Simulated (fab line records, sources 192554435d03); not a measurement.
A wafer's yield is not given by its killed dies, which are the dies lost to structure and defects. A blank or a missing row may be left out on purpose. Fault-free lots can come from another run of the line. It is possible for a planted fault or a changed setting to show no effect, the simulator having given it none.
Matching of chambers + flow n5 finfet + N5_BEOL_M0_SAQP_HM_OPEN_112 on rie diel-02 has 4 sister chambers
The step chemistry CHF3/O2, target SiO2, stops on a-Si, target depth 12 nm, time 13.5 s. 8 wafers are shown with their chamber, then 7 later ones without.

## WAFERS PAIRED WITH THEIR CHAMBERS
| wafer  | chamber | drypump motor current A (A) | throttle valve pct (%) |
|--------|---------|-----------------------------|------------------------|
| L087.1 | 3       | 6.0                         | 18.92                  |
| L087.2 | 2       | 5.6                         | 18.57                  |
| L087.5 | 0       | 5.0                         | 18.59                  |
| L088.1 | 0       | 5.0                         | 18.62                  |
| L088.3 | 1       | 6.4                         | 18.99                  |
| L088.6 | 3       | 6.0                         | 18.92                  |
| L090.4 | 2       | 5.5                         | 18.60                  |
| L090.5 | 1       | 6.5                         | 18.98                  |

## WAFERS WHOSE CHAMBER IS MISSING
| wafer  | drypump motor current A (A) | throttle valve pct (%) |
|--------|-----------------------------|------------------------|
| L090.6 | 5.0                         | 18.62                  |
| L091.2 | 5.0                         | 18.61                  |
| L091.4 | 5.6                         | 18.61                  |
| L091.6 | 6.0                         | 18.95                  |
| L096.1 | 6.0                         | 18.95                  |
| L096.2 | 5.6                         | 18.60                  |
| L096.4 | 6.0                         | 18.95                  |

## WHICH CHAMBER EACH ONE RAN IN
| wafer  | from the rows above | in truth |
|--------|---------------------|----------|
| L090.6 | 0                   | 0        |
| L091.2 | 0                   | 0        |
| L091.4 | 2                   | 2        |
| L091.6 | 3                   | 3        |
| L096.1 | 3                   | 3        |
| L096.2 | 2                   | 2        |
| L096.4 | 3                   | 3        |
Placed correctly: 7 of 7. Left unplaced by these rows: 0. 0 placed wrongly.
How it was worked out, from the rows above alone: a wafer's distance from a chamber is the root of the sum, over the readings, of the square of ((its reading less the chamber's mean) divided by the reading's scatter). The wafer belongs to the nearest chamber; if the next one is less than 2 further off, it can't be placed. Each chamber's mean is taken over the wafers shown for it. The scatter: the root of (the sum of the squares of (reading less its chamber's mean) over the shown wafers, divided by (wafers less chambers)).
